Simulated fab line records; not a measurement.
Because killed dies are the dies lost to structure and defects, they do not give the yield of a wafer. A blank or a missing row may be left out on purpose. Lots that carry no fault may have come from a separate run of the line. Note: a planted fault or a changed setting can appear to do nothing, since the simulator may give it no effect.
A lot that was struck, set against a sound lot    flow nandHarc    14 steps out of a route of 1302
Sound: the wafers L288.2, L288.5, L288.6. Struck: wafer L290.5 (L290.2, L290.3, from the same lot, were not struck and are left out); the cause is given at the end.
For every step that has rows: the tool of each side, followed by ch and its chambers, followed by its first start. Under that, the readings that differ: sound wafers    struck wafers    difference of the means    sigmas: that difference in standard deviations of wafers without a fault.
alike: a reading whose means differ by less than 2 such deviations, as well as words and numbers matching on both sides. not compared: withheld readings; readings where some wafer has no value; bounds like >300 that might hide an equal value; numbers whose values overlap and for which the record gives no deviation.
The two part at a step that has a row with sigmas, a row that says differs or no value, or rows on one side only. Numbers that don't overlap but have no deviation are shown without sigmas and don't part them. A reading that every wafer of one side lacks parts them only if that side has two wafers or more.

NHARC_A_CHANNEL_HOLE_D1_CD_MEAS_30:
  struck on cdSem-03, day 13 14:59; sound on cdSem-03, day 12 21:47
reading    sound           struck  difference  sigmas
cdNm (nm)  88.7 85.3 88.6  92.6    +5.1        +3
then, 1 step without rows for these wafers: NHARC_A_CHANNEL_HOLE_D1_XSEM_31.
NHARC_A_CHANNEL_HOLE_D1_INSPECT_40:
  struck on defectInspect-02, day 13 15:10; sound on defectInspect-02, day 12 21:58
reading         sound        struck  difference  sigmas
rawDefectCount  110 125 112  55      -61         -2
then, 3 steps without rows for these wafers: NHARC_A_CHANNEL_FILL_D1_PRECLEAN_00 (cleans in SC1); NHARC_A_CHANNEL_FILL_D1_SRD_01; NHARC_A_CHANNEL_FILL_D1_ALD_02 (deposits SiO2, target thk 6 nm, pulse time 10 s, ald cycles 60).
NHARC_A_CHANNEL_FILL_D1_ALD_03: deposits SiNx, target thk 6 nm, pulse time 60 s, ald cycles 58.
  sound: aldSinBatch-02 ch 0; struck: aldSinBatch-02 ch 0
  alike: precursorPulseHeightRel, susceptorTempC
NHARC_A_CHANNEL_FILL_D1_ALD_14: deposits SiO2, target thk 2.5 nm, pulse time 10 s, ald cycles 25.
  sound on aldHk-04 ch 0,3, day 13 07:37; struck on aldHk-02 ch 3, day 13 23:14
  alike: heaterPowerW, precursorPulseHeightRel, susceptorTempC
NHARC_A_CHANNEL_FILL_D1_ALD_15: deposits SiNx, target thk 2 nm, pulse time 60 s, ald cycles 19.
  sound: aldSinBatch-02 ch 0; struck: aldSinBatch-03 ch 0
  alike: precursorPulseHeightRel
  not compared: susceptorTempC
NHARC_A_CHANNEL_FILL_D1_ALD_16: deposits SiO2, target thk 1.5 nm, pulse time 10 s, ald cycles 15.
  sound on aldHk-02 ch 0,2,3, day 13 12:50; struck on aldHk-04 ch 1, day 14 04:20
reading             sound                 struck  difference  sigmas
susceptorTempC (C)  299.89 300.02 300.33  300.54  +0.46       +2
  alike: heaterPowerW, precursorPulseHeightRel
then, 2 steps without rows for these wafers: NHARC_A_CHANNEL_FILL_D1_ANNEAL_17 (time 1800 s); NHARC_A_CHANNEL_FILL_D1_CVD_18 (deposits poly-Si, target thk 3 nm).
NHARC_A_CHANNEL_FILL_D1_ETCHBACK_19: etches the open film in HBr/Cl2, target depth 5 nm, time 1.7 s.
  sound on rieSi-02 ch 1,2,3, day 14 00:43; struck on rieSi-02 ch 2, day 14 16:17
reading              sound              struck  difference  sigmas
oesProductAu (a.u.)  1.008 1.019 0.992  1.313   +0.307      +26
  alike: drypumpMotorCurrentA, throttleValvePct
  not compared: rfHoursCounterH
NHARC_A_CHANNEL_FILL_D1_ETCHBACK_20: etches the open film in C4F8/O2/Ar, target depth 27 nm, time 13.5 s.
  sound on rieDiel-05 ch 0,1,2, day 14 00:51; struck on rieDiel-10 ch 3, day 14 16:25
reading     sound        struck  difference  sigmas
rfVppV (V)  986 985 989  973     -14         -3
  alike: oesProductAu
  not compared: rfHoursCounterH

WHERE THEY PART
At NHARC_A_CHANNEL_HOLE_D1_CD_MEAS_30 first; at NHARC_A_CHANNEL_FILL_D1_ETCHBACK_20 last (within this record only).

WHY: what the simulator had put in
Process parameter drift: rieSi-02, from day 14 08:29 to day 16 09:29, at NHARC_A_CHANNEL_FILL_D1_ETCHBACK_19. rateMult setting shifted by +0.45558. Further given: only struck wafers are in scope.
